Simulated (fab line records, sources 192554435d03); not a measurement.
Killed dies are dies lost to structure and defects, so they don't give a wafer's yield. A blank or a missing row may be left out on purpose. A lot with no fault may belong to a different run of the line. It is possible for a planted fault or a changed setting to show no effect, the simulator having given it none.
Chamber matching + flow n5_finfet + rie_diel-01 running N5_MOL_CONTACT_COAG_ETCH_48: 4 sister chambers
The step etches SiOC in C4F6/O2, target depth 15 nm, overetch 4.5 nm, time 17 s. 20 wafers are shown with their chamber, then 10 later ones without.

WAFERS WITH THEIR CHAMBER
| wafer  | chamber | rf_vpp_V (V) | showerhead_plenum_p_Torr (Torr) | drypump_motor_current_A (A) |
|--------|---------|--------------|---------------------------------|-----------------------------|
| L075.2 | 0       | 1549         | 2.85                            | 5.8                         |
| L075.4 | 3       | 1549         | 3.04                            | 6.2                         |
| L075.5 | 1       | 1587         | 2.94                            | 5.1                         |
| L076.1 | 2       | 1621         | 2.73                            | 4.8                         |
| L076.3 | 1       | 1586         | 2.94                            | 5.1                         |
| L076.4 | 2       | 1622         | 2.73                            | 4.8                         |
| L077.1 | 3       | 1549         | 3.04                            | 6.2                         |
| L077.4 | 2       | 1622         | 2.73                            | 4.8                         |
| L077.6 | 3       | 1548         | 3.04                            | 6.2                         |
| L078.1 | 3       | 1550         | 3.04                            | 6.2                         |
| L078.3 | 1       | 1585         | 2.94                            | 5.0                         |
| L078.6 | 0       | 1551         | 2.85                            | 5.9                         |
| L082.1 | 0       | 1550         | 2.84                            | 5.8                         |
| L082.2 | 2       | 1620         | 2.73                            | 4.8                         |
| L082.6 | 1       | 1584         | 2.93                            | 5.1                         |
| L085.2 | 0       | 1548         | 2.84                            | 5.8                         |
| L085.3 | 1       | 1585         | 2.93                            | 5.0                         |
| L085.6 | 3       | 1549         | 3.03                            | 6.2                         |
| L088.1 | 0       | 1548         | 2.84                            | 5.8                         |
| L088.2 | 3       | 1549         | 3.03                            | 6.2                         |

SIGNATURES, as means of the wafers listed above
| reading                  | chamber 0 | chamber 1 | chamber 2 | chamber 3 | scatter within a chamber |
|--------------------------|-----------|-----------|-----------|-----------|--------------------------|
| rf_vpp_V                 | 1549.20   | 1585.40   | 1621.25   | 1549.00   | 1.02                     |
| showerhead_plenum_p_Torr | 2.8440    | 2.9360    | 2.7300    | 3.0367    | 0.00483                  |
| drypump_motor_current_A  | 5.820     | 5.060     | 4.800     | 6.200     | 0.0354                   |
Rule: for a wafer and a chamber, the distance is found by dividing, reading by reading, the gap between the wafer's reading and the chamber's mean by the reading's scatter, squaring, summing and taking the root. The wafer belongs to the nearest chamber; if the next one is less than 2 further off, it can't be placed. The scatter: the root of (the sum of the squares of (reading less its chamber's mean) over the shown wafers, divided by (wafers less chambers)).

WAFERS MISSING THEIR CHAMBER
| wafer  | rf_vpp_V (V) | showerhead_plenum_p_Torr (Torr) | drypump_motor_current_A (A) |
|--------|--------------|---------------------------------|-----------------------------|
| L088.5 | 1549         | 2.84                            | 5.8                         |
| L090.1 | 1549         | 2.83                            | 5.9                         |
| L090.3 | 1583         | 2.92                            | 5.1                         |
| L090.5 | 1584         | 2.92                            | 5.1                         |
| L094.2 | 1583         | 2.92                            | 5.1                         |
| L094.5 | 1619         | 2.71                            | 4.8                         |
| L094.6 | 1584         | 2.92                            | 5.1                         |
| L096.1 | 1547         | 2.83                            | 5.8                         |
| L096.2 | 1622         | 2.71                            | 4.8                         |
| L096.3 | 1548         | 3.02                            | 6.1                         |

WHICH CHAMBER EACH WENT THROUGH
| wafer  | from the rows above | in truth |
|--------|---------------------|----------|
| L088.5 | 0                   | 0        |
| L090.1 | 0                   | 0        |
| L090.3 | 1                   | 1        |
| L090.5 | 1                   | 1        |
| L094.2 | 1                   | 1        |
| L094.5 | 2                   | 2        |
| L094.6 | 1                   | 1        |
| L096.1 | 0                   | 0        |
| L096.2 | 2                   | 2        |
| L096.3 | 3                   | 3        |
Correct placement for 10 of the 10. Left unplaced by these rows: 0. Number placed wrongly: 0.
